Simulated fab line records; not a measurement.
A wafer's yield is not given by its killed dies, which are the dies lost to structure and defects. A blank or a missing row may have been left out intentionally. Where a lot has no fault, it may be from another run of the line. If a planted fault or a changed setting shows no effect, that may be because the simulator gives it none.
Which tool did it? ; flow n5 finfet ; 10 lots with 30 wafers sampled at 5 steps, on a route of 1938 steps

## WHAT EACH GAUGE READ, for each wafer
N5_BEOL_M11_OVL_MEAS_29. Usual: V10_OVL typically reads 0.2 nm, with standard deviation 0.9.
lot;measured;on;V10_OVL (nm);flag
L881;day 11 22:10;overlay-02;0.2 0.8 0.5;
L882;day 12 06:02;overlay-01;-0.3 0.1 -0.9;
L883;day 12 09:00;overlay-01;1.4 1.2 0.5;
L886;day 13 11:56;overlay-01;-0.1 -1.6 -1.1;
L890;day 13 20:40;overlay-02;1.5 1.7 2.4;
L889;day 13 23:37;overlay-02;0.3 1.1 0.4;
L891;day 15 01:01;overlay-02;1.0 -0.6 0.3;
L893;day 15 03:35;overlay-02;1.8 -0.1 0.0;
L896;day 16 06:59;overlay-01;0.5 -0.8 -0.2;
L901;day 17 11:49;overlay-02;-0.4 -1.6 -1.7;

N5_BEOL_M11_INSPECT_30: inspects for defects (brightfield). Usual: raw defect count reads 406 (standard deviation 97).
lot;measured;on;raw defect count;flag
L881;day 11 22:11;defect inspect-02;321 444 316;
L882;day 12 06:04;defect inspect-02;259 361 401;
L883;day 12 09:01;defect inspect-02;348 396 400;
L886;day 13 11:57;defect inspect-01;339 323 411;
L890;day 13 20:41;defect inspect-02;358 497 326;
L889;day 13 23:38;defect inspect-01;783 719 879;OFF
L891;day 15 01:02;defect inspect-01;345 389 363;
L893;day 15 03:37;defect inspect-01;872 886 905;OFF
L896;day 16 07:00;defect inspect-02;241 299 299;
L901;day 17 11:50;defect inspect-01;310 399 467;

## TOOL THAT RAN EACH LOT (tool first, then ch and the chambers of the sampled wafers, then the start)
lot;N5_BEOL_M11_ETCH_62;N5_BEOL_M11_HM_OPEN_17;N5_BEOL_M11_STRIP_19
L881;rie diel-01 ch 0,1, day 11 21:21;rie metal-03 ch 0,1, day 11 21:32;rie diel-02 ch 0,2,3, day 11 21:39
L882;rie diel-04 ch 0,1,3, day 12 04:29;rie metal-02 ch 0,1, day 12 04:40;rie diel-01 ch 0,1, day 12 04:47
L883;rie diel-01 ch 2,3, day 12 08:15;rie metal-02 ch 0,1, day 12 08:26;rie diel-04 ch 1,2,3, day 12 08:33
L886;rie diel-01 ch 0,1,3, day 13 08:46;rie metal-02 ch 0,1, day 13 09:03;rie diel-02 ch 1,2, day 13 09:10
L890;rie diel-02 ch 1,2,3, day 13 16:40;rie metal-03 ch 0,1, day 13 16:49;rie diel-02 ch 1,2,3, day 13 16:55
L889;rie diel-01 ch 1,3, day 13 21:28;rie metal-02 ch 0,1, day 13 21:41;rie diel-02 ch 1,2, day 13 21:49
L891;rie diel-04 ch 0,3, day 14 22:32;rie metal-01 ch 0,1, day 14 22:43;rie diel-01 ch 0,3, day 14 22:52
L893;rie diel-04 ch 0,1, day 15 02:52;rie metal-02 ch 0,1, day 15 03:02;rie diel-04 ch 0,2,3, day 15 03:10
L896;rie diel-04 ch 0,1,3, day 16 03:06;rie metal-01 ch 0,1, day 16 03:17;rie diel-01 ch 0,1,2, day 16 03:37
L901;rie diel-02 ch 1,2,3, day 17 10:55;rie metal-02 ch 1, day 17 11:06;rie diel-04 ch 0,3, day 17 11:18
- N5_BEOL_M11_ETCH_62: etches SOC in N2/H2, target depth 110 nm, overetch 22 nm, time 165 s.
- N5_BEOL_M11_HM_OPEN_17: chemistry Cl2/BCl3, target TiN, target depth 20 nm, overetch 6 nm.
- N5_BEOL_M11_STRIP_19: strips in O2.

## AS READ BY THE TOOLS THEMSELVES (means over the sampled wafers that have a number; for cases with no such wafer, the mark the record gives instead)
N5_BEOL_M11_ETCH_62. Usual: drypump motor current A 5.5 A, standard deviation 0.33; oes product au 0.68 a.u., standard deviation 0.065; rf vpp V 524.4 V, standard deviation 2.5; showerhead plenum p Torr 2.56 Torr, standard deviation 0.089; throttle valve pct 17.74 %, standard deviation 0.28.
lot;tool;drypump motor current A (A);oes product au (a.u.);rf vpp V (V);showerhead plenum p Torr (Torr);throttle valve pct (%);flag
L881;rie diel-01;5.8;0.63;523.0;2.52;18.03;
L882;rie diel-04;5.1;0.69;525.4;2.60;17.75;
L883;rie diel-01;5.3;0.72;522.8;2.48;17.40;
L886;rie diel-01;5.7;0.67;522.8;2.52;17.76;
L890;rie diel-02;5.9;0.65;524.9;2.57;17.85;
L889;rie diel-01;5.6;0.64;522.0;2.49;18.06;
L891;rie diel-04;5.0;0.64;526.3;2.65;17.77;
L893;rie diel-04;5.1;0.66;522.8;2.51;17.95;
L896;rie diel-04;5.1;0.66;526.7;2.59;17.80;
L901;rie diel-02;5.9;0.69;524.4;2.56;17.74;

N5_BEOL_M11_HM_OPEN_17. Usual: drypump motor current A 5.89 A, standard deviation 0.23; mfc cl2 sccm 53.26 sccm, standard deviation 0.16; oes product au 0.67 a.u., standard deviation 0.062; throttle valve pct 22.07 %, standard deviation 0.21.
lot;tool;drypump motor current A (A);mfc cl2 sccm (sccm);oes product au (a.u.);throttle valve pct (%);flag
L881;rie metal-03;5.87;53.45;0.72;21.84;
L882;rie metal-02;6.01;53.14;0.64;22.07;
L883;rie metal-02;5.84;53.17;0.67;22.14;
L886;rie metal-02;5.82;53.21;0.67;22.14;
L890;rie metal-03;5.97;53.31;0.72;22.02;
L889;rie metal-02;5.99;53.27;0.63;22.08;
L891;rie metal-01;5.66;53.21;0.60;22.15;
L893;rie metal-02;5.85;53.24;0.66;22.14;
L896;rie metal-01;5.66;53.10;0.59;22.16;
L901;rie metal-02;6.11;53.15;0.58;22.03;

N5_BEOL_M11_STRIP_19. Usual: drypump motor current A 5.5 A, standard deviation 0.31; o2 flow sccm 225.0 sccm, standard deviation 0.67; oes product au 0.80 a.u., standard deviation 0.078; rf vpp V 3.7 V, standard deviation 0.63; showerhead plenum p Torr 2.11 Torr, standard deviation 0.075; throttle valve pct 16.55 %, standard deviation 0.26.
lot;tool;drypump motor current A (A);o2 flow sccm (sccm);oes product au (a.u.);rf vpp V (V);showerhead plenum p Torr (Torr);throttle valve pct (%);flag
L881;rie diel-02;5.9;225.4;0.69;4.0;2.10;16.77;
L882;rie diel-01;5.8;224.7;0.77;3.9;2.10;16.60;
L883;rie diel-04;5.3;225.0;0.82;4.1;2.14;16.56;
L886;rie diel-02;5.8;224.7;0.83;4.3;2.14;16.52;
L890;rie diel-02;5.9;225.1;0.76;3.2;2.12;16.65;
L889;rie diel-02;5.9;224.8;0.77;4.5;2.07;16.58;
L891;rie diel-01;5.7;224.9;0.81;4.2;2.09;16.40;
L893;rie diel-04;5.2;225.4;0.76;3.7;2.18;16.61;
L896;rie diel-01;5.7;225.4;0.84;3.9;2.07;16.45;
L901;rie diel-04;5.0;224.8;0.93;2.9;2.17;16.35;

## THE ANSWER, worked out from the rows above alone
Rule: a lot counts as off when the mean over its wafers that have a number is more than 3 standard deviations away from the usual mean. Also off: a lot with no number at a reading for which 4 or more lots have one. The other lots that the step has rows for count as sound. First the gauges in route order, then the tools' own readings, where a lot's mean is used as printed above. At the first step where some lot is off, the reading lying furthest off is the one used; lots without a number count as furthest.
Off at N5_BEOL_M11_INSPECT_30 (raw defect count): L889, L893.
If a tool, at a process step before that reading, ran all the lots that are off and no sound lot after the first of them, it fits. Gauges at N5_BEOL_M11_INSPECT_30: tried the same way as those tools. Not one of the candidates tried fits.

## WHAT THE SIMULATOR PUT IN
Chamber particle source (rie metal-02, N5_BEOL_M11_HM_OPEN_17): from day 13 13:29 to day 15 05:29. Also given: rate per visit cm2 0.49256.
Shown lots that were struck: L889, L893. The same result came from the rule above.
